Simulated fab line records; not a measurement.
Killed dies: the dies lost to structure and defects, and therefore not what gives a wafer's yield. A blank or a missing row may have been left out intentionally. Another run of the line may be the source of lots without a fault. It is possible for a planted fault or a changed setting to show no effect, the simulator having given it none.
Matching of chambers || flow n5Finfet || N5_BEOL_M3_ILD_DEP_00 on pecvd-03: 3 sister chambers
The step deposits SiOC from DEMS/O2, target thk 79 nm, time 15.3 s. 3 wafers are shown with their chamber, then 7 later ones without.

== EACH WAFER AND ITS CHAMBER ==
{"wafer": "L932.3", "chamber": 2, "throttleValvePct (%)": 12.4}
{"wafer": "L944.4", "chamber": 0, "throttleValvePct (%)": 11.7}
{"wafer": "L944.5", "chamber": 1, "throttleValvePct (%)": 12.8}

== WAFERS WITH NO CHAMBER GIVEN ==
{"wafer": "L945.3", "throttleValvePct (%)": 11.6}
{"wafer": "L945.4", "throttleValvePct (%)": 11.7}
{"wafer": "L945.6", "throttleValvePct (%)": 12.4}
{"wafer": "L950.1", "throttleValvePct (%)": 11.7}
{"wafer": "L950.2", "throttleValvePct (%)": 13.0}
{"wafer": "L952.1", "throttleValvePct (%)": 13.0}
{"wafer": "L952.4", "throttleValvePct (%)": 11.1}

== THE CHAMBER EACH PASSED THROUGH ==
{"wafer": "L945.3", "from the rows above": 0, "in truth": 0}
{"wafer": "L945.4", "from the rows above": 0, "in truth": 0}
{"wafer": "L945.6", "from the rows above": "can't be placed: 2 or 1", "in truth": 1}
{"wafer": "L950.1", "from the rows above": 0, "in truth": 0}
{"wafer": "L950.2", "from the rows above": "can't be placed: 1 or 2", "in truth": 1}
{"wafer": "L952.1", "from the rows above": "can't be placed: 1 or 2", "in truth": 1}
{"wafer": "L952.4", "from the rows above": 0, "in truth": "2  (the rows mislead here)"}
Correct placement for 3 of the 7. From these rows, 3 cannot be placed; in 3 the true chamber is one of the candidates. Wrongly placed: 1.
How it was worked out, from the rows above alone: a wafer's distance from a chamber is the root of the sum, over the readings, of the square of ((its reading less the chamber's mean) divided by the reading's scatter). The wafer belongs to the nearest chamber; if the next one is less than 2 further off, it can't be placed. The mean given for a chamber averages the wafers shown for that chamber. The scatter: with one shown wafer a chamber, the root of the mean of the squares of how far each hidden wafer lies from its nearest shown one.
